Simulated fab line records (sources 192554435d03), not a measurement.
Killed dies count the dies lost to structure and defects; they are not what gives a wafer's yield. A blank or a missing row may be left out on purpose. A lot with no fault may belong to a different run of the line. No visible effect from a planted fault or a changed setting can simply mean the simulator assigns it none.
Chamber matching ; flow n5-finfet ; N5_BEOL_M0_SAQP_PECVD_96 on pecvd-04 has 3 sister chambers
The step deposits a-Si from SiH4/He, target thk 45 nm, time 45.2 s. 3 wafers are shown with their chamber, then 7 later ones without.

EACH WAFER AND ITS CHAMBER
wafer;chamber;showerhead-plenum-p-Torr (Torr)
L088.4;1;5.63
L089.2;2;5.58
L089.3;0;5.69

WAFERS WITH NO CHAMBER GIVEN
wafer;showerhead-plenum-p-Torr (Torr)
L089.6;5.65
L094.1;5.64
L094.4;5.69
L094.5;5.59
L095.2;5.63
L095.4;5.64
L095.6;5.58

THE CHAMBER EACH PASSED THROUGH
wafer;from the rows above;in truth
L089.6;can't be placed: 1 or 0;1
L094.1;1;1
L094.4;0;0
L094.5;2;2
L095.2;1;1
L095.4;1;1
L095.6;2;2
Correct placement for 6 of the 7. Not placeable from these rows: 1 (in 1, the candidates include the true chamber). 0 placed wrongly.
How it was worked out, from the rows above alone: a wafer's distance from a chamber is the root of the sum, over the readings, of the square of ((its reading less the chamber's mean) divided by the reading's scatter). The wafer belongs to the nearest chamber; if the next one is less than 2 further off, it can't be placed. The mean given for a chamber averages the wafers shown for that chamber. The scatter: with one shown wafer a chamber, the root of the mean of the squares of how far each hidden wafer lies from its nearest shown one.
